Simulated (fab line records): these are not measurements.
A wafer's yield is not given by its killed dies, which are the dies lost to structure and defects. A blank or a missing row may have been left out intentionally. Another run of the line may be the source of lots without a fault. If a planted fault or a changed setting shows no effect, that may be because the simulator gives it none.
Chamber matching | flow n5_finfet | N5_BEOL_M14_CMP_49 on cmp-01 has 4 sister chambers
The step polishes, stops on SiO2, t overpolish 5.2 s, target thk 560 nm. 8 wafers are shown with their chamber, then 10 later ones without.

== WAFERS, EACH WITH ITS CHAMBER ==
wafer  | chamber | motor_current_A (A) | barrier_field_endpoint_s (s)
L083.6 | 2       | 6.4                 | 11.76
L084.5 | 3       | 7.5                 | 11.23
L084.6 | 0       | 7.4                 | 11.59
L091.2 | 1       | 8.7                 | 11.53
L091.3 | 2       | 6.4                 | 11.71
L091.6 | 1       | 8.2                 | 11.28
L092.3 | 0       | 7.6                 | 11.29
L092.5 | 3       | 6.8                 | 10.76

== WAFERS MISSING THEIR CHAMBER ==
wafer  | motor_current_A (A) | barrier_field_endpoint_s (s)
L092.6 | 7.1                 | 11.37
L093.1 | 6.9                 | 11.33
L093.3 | 7.3                 | 11.04
L093.5 | 7.5                 | 11.28
L097.4 | 7.3                 | 11.19
L097.5 | 7.3                 | 11.70
L097.6 | 8.8                 | 11.21
L096.2 | 7.2                 | 11.10
L096.3 | 6.6                 | 11.39
L096.5 | 6.7                 | 11.38

== THE CHAMBER EACH PASSED THROUGH ==
wafer  | from the rows above          | in truth
L092.6 | can't be placed: 0 or 3 or 2 | 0
L093.1 | can't be placed: 3 or 0 or 2 | 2
L093.3 | can't be placed: 3 or 0      | 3
L093.5 | can't be placed: 0 or 3      | 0
L097.4 | can't be placed: 3 or 0      | 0
L097.5 | can't be placed: 0 or 2 or 3 | 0
L097.6 | 1                            | 1
L096.2 | can't be placed: 3 or 0      | 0
L096.3 | can't be placed: 2 or 3 or 0 | 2
L096.5 | can't be placed: 2 or 3 or 0 | 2
Correctly placed: 1 of 10. Not placeable from these rows: 9 (in 9, the candidates include the true chamber). Placed wrongly: 0.
How it was worked out, from the rows above alone: a wafer's distance from a chamber is the root of the sum, over the readings, of the square of ((its reading less the chamber's mean) divided by the reading's scatter). If the next closest chamber is less than 2 further off than the closest, the wafer can't be placed; otherwise it belongs to the closest. Each chamber's mean is taken over the wafers shown for it. How the scatter is found: for the shown wafers, subtract from each reading the mean of its chamber, square and add these, divide the total by (wafers less chambers), then take the root.
